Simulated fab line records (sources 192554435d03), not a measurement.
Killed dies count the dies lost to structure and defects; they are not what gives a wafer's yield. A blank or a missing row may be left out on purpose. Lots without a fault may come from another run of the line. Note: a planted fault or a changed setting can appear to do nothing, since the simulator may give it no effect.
A lot that was struck, set against a sound lot    flow n5 finfet    15 out of 1938 route steps
Sound: these wafers, L279.2, L279.3, L279.4. Struck: wafer L293.3 (left out: L293.5, a lot-mate that was not struck); the cause follows at the end.
Each step with rows lists, per side, the tool, then ch with its chambers, then its first start. Under that, the readings that differ: sound wafers    struck wafers    difference of the means    sigmas: that difference in standard deviations of wafers without a fault.
alike: words and numbers the same on both sides, and readings whose means are apart by under 2 such deviations; not compared: readings that were withheld, readings missing a value for some wafer, numbers with overlapping values and no deviation given by the record, and bounds like >300 which may hide the same value.
A row with sigmas, a row that says differs or no value, or rows on one side alone: a step with any of these is where the two part. Numbers that have no deviation but don't overlap get no sigmas and don't part them. A reading that every wafer of one side lacks parts them only if that side has two wafers or more.

first, 1 step without rows for these wafers: N5_BEOL_M3_SPUTTER_92 (material Cu, target thk 4.5 nm, time 8.29 s).
N5_BEOL_M3_ANNEAL_93: time 240 s.
  sound: pvd sputter-01 at day 8 19:23; struck: pvd sputter-01 at day 11 15:53
  alike: heater power w
N5_BEOL_M3_SPUTTER_94: material Cu, target thk 4.5 nm, time 8.29 s.
  sound: pvd sputter-01 at day 8 19:32; struck: pvd sputter-01 at day 11 16:02
  alike: substrate temp c, throttle valve pct
then, 3 steps without rows for these wafers: N5_BEOL_M3_ANNEAL_95 (time 240 s); N5_BEOL_M3_SPUTTER_96 (material Cu, target thk 4.5 nm, time 8.29 s); N5_BEOL_M3_ECD_50 (material Cu, target thk 300 nm).
N5_BEOL_M3_ANNEAL_51: time 90 s.
  sound on rtp anneal-01 ch 0, day 8 20:03; struck on rtp anneal-02 ch 0, day 11 16:32
  alike: wafer_temp_C_max
then, 1 step without rows for these wafers: N5_BEOL_M3_CMP_52 (polishes, stops on SiOC, t overpolish 6.8 s, target thk 40 nm).
N5_BEOL_M3_THK_MEAS_53: measures by xrf.
  sound: film metro-01 at day 8 20:37; struck: film metro-02 at day 11 17:02
  alike: M3_THK
N5_BEOL_M3_PRE_CLEAN_60: time 15 s.
  sound on cvd co-02 ch 1,2, day 8 20:39; struck on cvd co-02 ch 0, day 11 17:04
  alike: heater power w
N5_BEOL_M3_CO_CAP_55: material Co, precursor CCTBA/H2, target thk 2 nm, time 102.1 s.
  sound on cvd co-02 ch 1,2, day 8 20:41; struck on cvd co-02 ch 0, day 11 17:07
  alike: heater power w
then, 1 step without rows for these wafers: N5_BEOL_M3_PRE_CLEAN_56 (time 15 s).
N5_BEOL_M3_DEP_57: deposits SiCN from 3MS/NH3, target thk 8 nm, time 14 s.
  sound on pecvd-01 ch 1,2, day 8 20:49; struck on pecvd-01 ch 0, day 11 17:16
reading                                   sound        struck  difference  sigmas
showerhead vpp V (V)                      939 950 931  817     -123        -3
throttle valve pct (%)                    8.5 9.1 8.5  9.8     +1.1        +2
model.SiCN_of_BEOL_M3_DEP_57.thk nm (nm)  8.2 8.2 8.2  11.2    +3.0        
  alike: showerhead plenum p Torr
N5_BEOL_M3_RS_MEAS_58: measurement is done with a four-point probe.
  sound: film metro-02 at day 8 20:52; struck: film metro-01 at day 11 17:20
  alike: M3_RS
N5_BEOL_M4_RC_MEAS_101:
  sound on prober-01 ch 0, day 9 06:17; struck on prober-02 ch 0, day 12 10:55
reading    sound           struck  difference  sigmas
VT_P (mV)  -244 -246 -245  -254    -9          -2
  alike: DIBL_N, DIBL_P, IOFF_N, IOFF_P, ION_N, ION_P, SS_N, SS_P, VT_N

## WHERE THEY PART
Earliest at N5_BEOL_M3_DEP_57; latest, in this record, at N5_BEOL_M4_RC_MEAS_101.

WHY: whatever the simulator had introduced
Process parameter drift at N5_BEOL_M3_DEP_57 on pecvd-01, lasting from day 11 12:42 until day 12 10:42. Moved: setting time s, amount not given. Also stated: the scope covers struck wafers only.
